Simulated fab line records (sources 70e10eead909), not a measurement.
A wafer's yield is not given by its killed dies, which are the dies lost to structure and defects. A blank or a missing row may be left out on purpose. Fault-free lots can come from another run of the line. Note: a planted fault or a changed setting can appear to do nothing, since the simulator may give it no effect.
A lot that was struck, set against a sound lot    flow nand_harc    16 steps out of a route of 1159
Sound: the wafers L319.1, L319.3, L319.5. Struck: wafer L323.6. (L323.4 of the same lot was not struck and is left out.) The cause comes at the end.
At each step with rows: each side's tool, then ch and its chambers, then its first start. Under that, the readings that differ: sound wafers    struck wafers    difference of the means    sigmas: that difference in standard deviations of wafers without a fault.
alike: readings with means less than 2 such deviations apart, plus words and numbers identical on both sides. not compared: withheld readings, readings lacking a value on some wafer, bounds such as >300 that could conceal the same value, and numbers that have no deviation in the record and whose values overlap.
Wherever a step has rows on one side only, a row that says differs or no value, or a row with sigmas, the two part there. Non-overlapping numbers with no deviation appear without sigmas and do not part them. A reading that every wafer of one side lacks parts them only if that side has two wafers or more.

NHARC_P_M2_INSPECT_11:
  struck on defect_inspect-01, day 9 20:14; sound on defect_inspect-01, day 8 02:10
  alike: raw_defect_count
NHARC_P_M2_DESCUM_14: chemistry O2, time 3 s.
  sound on rie_diel-08 ch 2,3, day 8 02:13; struck on rie_diel-09 ch 2, day 9 20:19
  alike: drypump_motor_current_A, mfc_ar_sccm, oes_product_au, rf_vpp_V, showerhead_plenum_p_Torr, throttle_valve_pct
  not compared: rf_hours_counter_h
NHARC_P_M2_ETCH_35: etches the open film in N2/H2, target depth 40 nm, overetch 12 nm, time 43.94 s.
  sound on rie_diel-08 ch 1,2,3, day 8 02:20; struck on rie_diel-09 ch 1, day 9 20:23
  alike: drypump_motor_current_A, mfc_ar_sccm, n2_flow_sccm, oes_product_au, rf_vpp_V, showerhead_plenum_p_Torr, throttle_valve_pct
  not compared: rf_hours_counter_h
NHARC_P_M2_ETCH_15: etches the open film in C4F8/Ar, target depth 182.5 nm, time 91.2 s.
  sound: rie_diel-08 ch 0,1,3; struck: rie_diel-09 ch 0
reading                sound              struck  difference  sigmas
oes_product_au (a.u.)  0.929 0.907 0.917  0.969   +0.051      +2
rf_vpp_V (V)           439.2 438.8 437.7  443.5   +4.9        +2
  not compared: rf_hours_counter_h
NHARC_P_M2_CD_MEAS_16:
  struck on cd_sem-03, day 9 20:37; sound on cd_sem-03, day 8 02:56
reading     sound              struck  difference  sigmas
cd_nm (nm)  170.2 169.8 170.1  171.7   +1.7        +2
then, 3 steps without rows for these wafers: NHARC_P_M2_STRIP_18 (strips in N2/H2); NHARC_P_M2_ETCH_28 (etches the open film in CF4/N2, target depth 30 nm, time 72.99 s); NHARC_P_M2_STRIP_19 (strips in post etch residue remover, time 600 s).
NHARC_P_M2_DEGAS_29: time 60 s.
  struck on pvd_sputter-01, day 9 21:33; sound on pvd_sputter-02, day 8 03:38
  alike: heater_power_w
then, 2 steps without rows for these wafers: NHARC_P_M2_PRE_CLEAN_30 (time 30 s); NHARC_P_M2_PVD_20 (deposits TaN, target thk 5 nm, time 8.06 s).
NHARC_P_M2_PVD_21: deposits Cu, target thk 30 nm, time 20.49 s.
  sound on pvd_sputter-02; struck on pvd_sputter-01
  alike: throttle_valve_pct
NHARC_P_M2_ECD_22: material Cu, target thk 400 nm.
  sound on ecd_cu-02 ch 0,1, day 8 04:03; struck on ecd_cu-01 ch 0,1, day 9 21:59
then, 1 step without rows for these wafers: NHARC_P_M2_ANNEAL_31 (time 90 s).
NHARC_P_M2_CMP_23: polishes, t overpolish 20 s, target thk 144.3 nm.
  sound on cmp-03 ch 0,3, day 8 04:45; struck on cmp-02 ch 3, day 9 22:38
reading                 sound           struck  difference  sigmas
time_to_endpoint_s (s)  28.2 25.9 26.3  15.3    -11.5       -5
  alike: edge_zone_pressure_frac, motor_current_A, slurry_filter_dp_kPa
NHARC_P_M2_THK_MEAS_24: measures by xrf.
  struck on film_metro-02, day 9 22:56; sound on film_metro-01, day 8 05:02
  alike: thk_nm

WHERE THEY PART
First at NHARC_P_M2_ETCH_15; last, within this record, at NHARC_P_M2_CMP_23. Later steps at which nothing parts them and some readings are alike: NHARC_P_M2_THK_MEAS_24.

WHY: what had been put in by the simulator
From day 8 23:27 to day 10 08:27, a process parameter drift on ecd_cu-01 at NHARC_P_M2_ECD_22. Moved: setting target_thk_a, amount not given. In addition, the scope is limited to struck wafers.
